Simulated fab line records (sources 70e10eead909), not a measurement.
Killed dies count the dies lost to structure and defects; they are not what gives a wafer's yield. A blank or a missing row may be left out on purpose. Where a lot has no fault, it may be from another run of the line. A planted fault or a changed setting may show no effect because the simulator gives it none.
Matching of chambers	flow nand-harc	NHARC_P_CONTACT_STRIP_28 on rie-diel-10: 4 sister chambers
The step strips in O2. 18 wafers are shown with their chamber, then 9 later ones without.

WAFERS, EACH WITH ITS CHAMBER
wafer	chamber	showerhead-plenum-p-Torr (Torr)	drypump-motor-current-A (A)	oes-product-au (a.u.)
L074.2	1	3.67	5.8	0.988
L074.5	0	3.41	6.2	0.988
L074.6	3	3.63	5.2	0.976
L075.3	0	3.41	6.2	0.992
L075.4	3	3.63	5.2	0.987
L075.6	2	3.57	5.0	0.997
L079.2	0	3.40	6.3	0.992
L079.5	3	3.63	5.2	0.976
L079.6	0	3.40	6.2	0.998
L081.2	3	3.63	5.3	0.990
L081.3	0	3.40	6.2	0.992
L081.5	3	3.63	5.2	0.976
L082.1	2	3.57	5.0	1.005
L082.4	0	3.40	6.3	0.998
L082.6	0	3.40	6.3	1.004
L084.1	1	3.67	5.8	1.004
L084.3	2	3.57	5.0	1.000
L084.5	3	3.63	5.2	0.986

SIGNATURES, as means of the wafers listed above
reading	chamber 0	chamber 1	chamber 2	chamber 3	scatter within a chamber
showerhead-plenum-p-Torr	3.4029	3.6700	3.5700	3.6300	0.00319
drypump-motor-current-A	6.243	5.800	5.000	5.217	0.0427
oes-product-au	0.99486	0.99600	1.00067	0.98183	0.00626
Rule: distance of a wafer from a chamber = root of the sum over the readings of ((wafer's reading minus chamber's mean) / reading's scatter) squared. The wafer belongs to the nearest chamber; if the next one is less than 2 further off, it can't be placed. The scatter is the square root of a quotient: the sum, over the shown wafers, of each reading's squared deviation from its chamber's mean, divided by wafers minus chambers.

WAFERS WITHOUT THEIR CHAMBER
wafer	showerhead-plenum-p-Torr (Torr)	drypump-motor-current-A (A)	oes-product-au (a.u.)
L090.1	3.67	5.9	1.009
L090.4	3.63	5.2	0.991
L090.5	3.63	5.2	0.984
L091.1	3.63	5.2	0.994
L091.4	3.40	6.3	1.013
L091.5	3.57	5.0	0.998
L092.1	3.40	6.2	1.014
L092.2	3.63	5.2	0.983
L092.6	3.57	5.0	0.992

WHICH CHAMBER EACH ONE RAN IN
wafer	from the rows above	in truth
L090.1	1	1
L090.4	3	3
L090.5	3	3
L091.1	3	3
L091.4	0	0
L091.5	2	2
L092.1	0	0
L092.2	3	3
L092.6	2	2
Correctly placed: 9 of 9. From these rows, 0 cannot be placed. Number placed wrongly: 0.
